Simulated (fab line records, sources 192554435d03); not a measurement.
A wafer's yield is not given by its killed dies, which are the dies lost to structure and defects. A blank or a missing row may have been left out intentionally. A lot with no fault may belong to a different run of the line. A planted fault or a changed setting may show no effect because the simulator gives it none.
Which tool is to blame?    flow n5_finfet    72 wafers from 24 lots sampled at 5 of the route's 1938 steps

WHAT THE GAUGES READ, wafer by wafer
N5_BEOL_M13_INSPECT_30: inspects for defects (macro). Usual: raw_defect_count reads 2.0 (standard deviation 1.4).
lot   measured      on                 raw_defect_count  flag
L075  day 12 01:43  defect_inspect-02  1 2 4             
L077  day 12 08:30  defect_inspect-02  4 0 3             
L074  day 12 17:26  defect_inspect-02  4 3 0             
L076  day 12 17:38  defect_inspect-02  5 4 0             
L079  day 13 10:46  defect_inspect-02  2 2 0             
L078  day 13 14:10  defect_inspect-02  3 2 0             
L081  day 14 04:40  defect_inspect-02  6 2 1             
L080  day 14 05:32  defect_inspect-02  0 2 2             
L083  day 14 19:44  defect_inspect-02  3 1 2             
L085  day 15 06:31  defect_inspect-02  4 3 0             
L084  day 15 07:29  defect_inspect-02  5 3 0             
L082  day 15 07:53  defect_inspect-02  1 0 2             
L086  day 15 08:43  defect_inspect-02  2 2 2             
L087  day 15 09:18  defect_inspect-02  0 1 5             
L088  day 16 07:17  defect_inspect-01  3 2 2             
L090  day 16 09:53  defect_inspect-01  1 2 2             
L089  day 16 10:16  defect_inspect-01  2 2 2             
L091  day 16 19:05  defect_inspect-01  2 3 4             
L093  day 17 01:37  defect_inspect-01  4 1 2             
L092  day 17 04:11  defect_inspect-02  1 2 2             
L097  day 17 08:49  defect_inspect-02  2 2 2             
L094  day 17 20:47  defect_inspect-02  4 3 2             
L095  day 18 07:23  defect_inspect-01  3 2 0             
L096  day 18 08:08  defect_inspect-02  1 1 2             

N5_BEOL_M13_OCD_MEAS_35. Usual: trench_depth_nm reads 415 nm (standard deviation 6.6).
lot   measured      on      trench_depth_nm (nm)  flag
L075  day 12 02:30  ocd-01  410 404 404           
L077  day 12 09:16  ocd-01  407 418 414           
L074  day 12 18:04  ocd-02  419 425 414           
L076  day 12 18:15  ocd-01  406 409 414           
L079  day 13 11:26  ocd-01  422 420 418           
L078  day 13 14:47  ocd-02  411 399 411           
L081  day 14 05:48  ocd-01  410 423 422           
L080  day 14 06:33  ocd-02  424 417 417           
L083  day 14 20:21  ocd-02  414 417 420           
L085  day 15 07:11  ocd-02  414 410 419           
L084  day 15 08:18  ocd-01  409 418 406           
L082  day 15 08:36  ocd-02  417 420 418           
L086  day 15 09:20  ocd-02  416 409 414           
L087  day 15 09:55  ocd-01  423 417 421           
L088  day 16 07:54  ocd-01  406 421 406           
L090  day 16 10:32  ocd-02  416 424 424           
L089  day 16 10:58  ocd-01  418 408 410           
L091  day 16 19:43  ocd-02  409 412 412           
L093  day 17 02:13  ocd-02  416 397 404           
L092  day 17 04:47  ocd-02  418 414 416           
L097  day 17 09:26  ocd-01  422 423 419           
L094  day 17 21:23  ocd-02  414 422 418           
L095  day 18 07:59  ocd-01  409 403 413           
L096  day 18 08:55  ocd-02  431 412 411           

WHICH TOOL RAN EACH LOT (tool, then ch and the chambers of the sampled wafers, then the start)
lot   N5_BEOL_M12_ETCH_38                 N5_BEOL_M12_SPUTTER_44        N5_BEOL_M13_TRENCH_ETCH_34
L075  rie_diel-02 ch 0,1, day 11 21:56    pvd_sputter-01, day 11 22:52  rie_diel-06 ch 2,3, day 12 02:19
L077  rie_diel-05 ch 1,2,3, day 12 04:49  pvd_sputter-02, day 12 05:34  rie_diel-01 ch 0,1,3, day 12 09:05
L074  rie_diel-03 ch 1,2,3, day 12 14:07  pvd_sputter-01, day 12 14:43  rie_diel-04 ch 0,1,3, day 12 17:57
L076  rie_diel-03 ch 1,2,3, day 12 14:15  pvd_sputter-01, day 12 15:02  rie_diel-06 ch 1,2,3, day 12 18:04
L079  rie_diel-03 ch 1,2,3, day 13 07:28  pvd_sputter-02, day 13 07:59  rie_diel-04 ch 0,1,3, day 13 11:16
L078  rie_diel-05 ch 0,1,2, day 13 10:54  pvd_sputter-02, day 13 11:16  rie_diel-06 ch 1,2,3, day 13 14:37
L081  rie_diel-03 ch 0,3, day 14 00:59    pvd_sputter-02, day 14 01:46  rie_diel-01 ch 0,2, day 14 05:37
L080  rie_diel-05 ch 0,1,2, day 14 01:23  pvd_sputter-02, day 14 02:08  rie_diel-01 ch 0,1,2, day 14 06:22
L083  rie_diel-02 ch 0,1,2, day 14 15:09  pvd_sputter-01, day 14 15:49  rie_diel-01 ch 0,3, day 14 20:10
L085  rie_diel-03 ch 0,1, day 15 03:08    pvd_sputter-02, day 15 03:41  rie_diel-01 ch 1,3, day 15 07:00
L084  rie_diel-02 ch 0,1,2, day 15 03:53  pvd_sputter-01, day 15 04:26  rie_diel-06 ch 1,2,3, day 15 08:07
L082  rie_diel-05 ch 1,2, day 15 03:54    pvd_sputter-02, day 15 04:44  rie_diel-01 ch 0,2,3, day 15 08:25
L086  rie_diel-02 ch 0,1, day 15 04:07    pvd_sputter-02, day 15 05:30  rie_diel-04 ch 0,1,3, day 15 09:09
L087  rie_diel-05 ch 2,3, day 15 05:21    pvd_sputter-02, day 15 06:11  rie_diel-01 ch 2,3, day 15 09:44
L088  rie_diel-05 ch 0,1,2, day 16 03:40  pvd_sputter-03, day 16 04:28  rie_diel-01 ch 1,2, day 16 07:44
L090  rie_diel-02 ch 0,1,3, day 16 06:23  pvd_sputter-01, day 16 07:00  rie_diel-01 ch 0,2, day 16 10:22
L089  rie_diel-03 ch 0,1,3, day 16 06:58  pvd_sputter-03, day 16 07:34  rie_diel-06 ch 0,1,2, day 16 10:47
L091  rie_diel-02 ch 2,3, day 16 14:56    pvd_sputter-02, day 16 15:31  rie_diel-06 ch 0,1,2, day 16 19:32
L093  rie_diel-02 ch 0,1,3, day 16 21:32  pvd_sputter-02, day 16 22:42  rie_diel-06 ch 0,1,3, day 17 02:02
L092  rie_diel-03 ch 0,1,3, day 17 00:50  pvd_sputter-02, day 17 01:29  rie_diel-04 ch 0,1,3, day 17 04:37
L097  rie_diel-05 ch 0,1,2, day 17 05:38  pvd_sputter-02, day 17 06:14  rie_diel-04 ch 0,3, day 17 09:16
L094  rie_diel-02 ch 1,2, day 17 16:37    pvd_sputter-03, day 17 17:31  rie_diel-04 ch 1,2, day 17 21:13
L095  rie_diel-03 ch 0,2,3, day 18 02:28  pvd_sputter-02, day 18 04:44  rie_diel-06 ch 0,1,2, day 18 07:49
L096  rie_diel-05 ch 0,1,3, day 18 05:00  pvd_sputter-03, day 18 05:34  rie_diel-06 ch 1,2,3, day 18 08:45
- N5_BEOL_M12_ETCH_38: etches SiCN in CF4/N2, target depth 68.7 nm, time 73.4 s.
- N5_BEOL_M12_SPUTTER_44: material Ta, target thk 10 nm, time 16.13 s.
- N5_BEOL_M13_TRENCH_ETCH_34: etches SiOC in C4F8/O2/Ar, target depth 413.47 nm, time 162.6 s.

WHAT THE TOOLS THEMSELVES READ (means of the sampled wafers that have a number; where no wafer has one, the mark that the record gives instead)
N5_BEOL_M12_ETCH_38. Usual: drypump_motor_current_A 5.7 A, standard deviation 0.41; oes_product_au 0.82 a.u., standard deviation 0.079; rf_vpp_V 383.0 V, standard deviation 1.7; showerhead_plenum_p_Torr 2.23 Torr, standard deviation 0.059; throttle_valve_pct 15.41 %, standard deviation 0.17.
lot   tool         drypump_motor_current_A (A)  oes_product_au (a.u.)  rf_vpp_V (V)  showerhead_plenum_p_Torr (Torr)  throttle_valve_pct (%)  flag
L075  rie_diel-02  5.7                          0.86                   383.6         2.25                             15.20                   
L077  rie_diel-05  6.0                          0.77                   382.2         2.19                             15.58                   
L074  rie_diel-03  5.5                          0.88                   383.3         2.25                             15.36                   
L076  rie_diel-03  5.5                          0.87                   383.4         2.25                             15.36                   
L079  rie_diel-03  5.5                          0.86                   382.3         2.25                             15.37                   
L078  rie_diel-05  6.1                          0.77                   382.3         2.17                             15.49                   
L081  rie_diel-03  5.6                          0.72                   381.0         2.20                             15.65                   
L080  rie_diel-05  6.1                          0.76                   381.7         2.17                             15.50                   
L083  rie_diel-02  5.7                          0.82                   384.4         2.26                             15.31                   
L085  rie_diel-03  5.5                          0.73                   382.1         2.20                             15.63                   
L084  rie_diel-02  5.7                          0.81                   384.2         2.26                             15.33                   
L082  rie_diel-05  6.1                          0.80                   380.5         2.13                             15.48                   
L086  rie_diel-02  5.7                          0.82                   383.4         2.24                             15.26                   
L087  rie_diel-05  6.2                          0.85                   381.9         2.18                             15.52                   
L088  rie_diel-05  6.1                          0.87                   382.0         2.17                             15.37                   
L090  rie_diel-02  5.7                          0.85                   385.0         2.28                             15.29                   
L089  rie_diel-03  5.6                          0.78                   382.8         2.22                             15.59                   
L091  rie_diel-02  5.5                          0.81                   385.1         2.29                             15.41                   
L093  rie_diel-02  5.7                          0.83                   384.7         2.28                             15.30                   
L092  rie_diel-03  5.6                          0.77                   382.5         2.22                             15.59                   
L097  rie_diel-05  6.1                          0.85                   381.5         2.16                             15.38                   
L094  rie_diel-02  5.4                          0.78                   382.2         2.23                             15.33                   
L095  rie_diel-03  5.5                          0.84                   381.8         2.21                             15.40                   
L096  rie_diel-05  5.7                          0.87                   382.3         2.21                             15.32                   

N5_BEOL_M12_SPUTTER_44. Usual: substrate_temp_c 50.02 C, standard deviation 0.11; throttle_valve_pct 30.0 %, standard deviation 0.64.
lot   tool            substrate_temp_c (C)  throttle_valve_pct (%)  flag
L075  pvd_sputter-01  49.97                 30.2                    
L077  pvd_sputter-02  49.95                 30.1                    
L074  pvd_sputter-01  49.99                 30.3                    
L076  pvd_sputter-01  49.97                 30.4                    
L079  pvd_sputter-02  50.04                 30.3                    
L078  pvd_sputter-02  50.07                 30.3                    
L081  pvd_sputter-02  49.96                 30.0                    
L080  pvd_sputter-02  50.15                 29.9                    
L083  pvd_sputter-01  50.06                 30.1                    
L085  pvd_sputter-02  49.91                 30.5                    
L084  pvd_sputter-01  50.14                 30.5                    
L082  pvd_sputter-02  50.12                 30.2                    
L086  pvd_sputter-02  50.05                 30.0                    
L087  pvd_sputter-02  49.99                 29.5                    
L088  pvd_sputter-03  50.04                 29.6                    
L090  pvd_sputter-01  50.11                 30.5                    
L089  pvd_sputter-03  50.06                 29.8                    
L091  pvd_sputter-02  49.94                 30.4                    
L093  pvd_sputter-02  50.12                 30.1                    
L092  pvd_sputter-02  49.96                 30.0                    
L097  pvd_sputter-02  50.16                 29.9                    
L094  pvd_sputter-03  49.98                 30.5                    
L095  pvd_sputter-02  50.01                 30.0                    
L096  pvd_sputter-03  50.10                 29.7                    

N5_BEOL_M13_TRENCH_ETCH_34. Usual: drypump_motor_current_A 5.5 A, standard deviation 0.38; oes_product_au 0.81 a.u., standard deviation 0.075; rf_vpp_V 665.0 V, standard deviation 2.2; showerhead_plenum_p_Torr 3.40 Torr, standard deviation 0.09; throttle_valve_pct 24.2 %, standard deviation 0.31.
lot   tool         drypump_motor_current_A (A)  oes_product_au (a.u.)  rf_vpp_V (V)  showerhead_plenum_p_Torr (Torr)  throttle_valve_pct (%)  flag
L075  rie_diel-06  5.1                          0.74                   665.1         3.39                             24.1                    
L077  rie_diel-01  5.8                          0.81                   665.8         3.45                             24.2                    
L074  rie_diel-04  5.4                          0.90                   666.4         3.45                             24.3                    
L076  rie_diel-06  5.3                          0.82                   665.0         3.38                             23.9                    
L079  rie_diel-04  5.4                          0.89                   666.1         3.45                             24.3                    
L078  rie_diel-06  5.3                          0.81                   664.7         3.38                             23.9                    
L081  rie_diel-01  5.5                          0.82                   664.8         3.41                             24.2                    
L080  rie_diel-01  5.8                          0.81                   666.0         3.44                             24.2                    
L083  rie_diel-01  6.0                          0.84                   663.2         3.37                             24.0                    
L085  rie_diel-01  5.5                          0.77                   666.3         3.49                             24.5                    
L084  rie_diel-06  5.3                          0.79                   665.3         3.37                             24.0                    
L082  rie_diel-01  5.6                          0.82                   664.9         3.41                             24.2                    
L086  rie_diel-04  5.4                          0.85                   666.2         3.44                             24.3                    
L087  rie_diel-01  5.2                          0.79                   666.7         3.45                             24.4                    
L088  rie_diel-01  5.6                          0.74                   667.5         3.51                             24.4                    
L090  rie_diel-01  5.5                          0.81                   664.3         3.40                             24.2                    
L089  rie_diel-06  5.6                          0.78                   663.8         3.34                             24.1                    
L091  rie_diel-06  5.5                          0.78                   663.0         3.34                             24.1                    
L093  rie_diel-06  5.4                          0.75                   663.0         3.30                             24.2                    
L092  rie_diel-04  5.4                          0.84                   665.5         3.43                             24.4                    
L097  rie_diel-04  5.2                          0.84                   665.7         3.44                             24.4                    
L094  rie_diel-04  5.6                          0.77                   663.3         3.31                             24.1                    
L095  rie_diel-06  5.5                          0.77                   663.5         3.33                             24.1                    
L096  rie_diel-06  5.3                          0.87                   663.7         3.36                             23.9                    

THE ANSWER, worked out from the rows above alone
Rule: a lot is off if the mean of its wafers that have a number lies more than 3 standard deviations from the usual mean. Also off: a lot with no number at a reading for which 4 or more lots have one. All remaining lots with rows at the step are treated as sound. Order of review: gauges by route order, followed by the tools' own readings, for which a lot's mean as printed above is used. The first step at which some lot is off is used, and at that step the reading that is off furthest; a lot without a number counts as furthest.
Nothing can be told from this: no lot is off at any reading shown.

WHAT THE SIMULATOR HAD PUT IN
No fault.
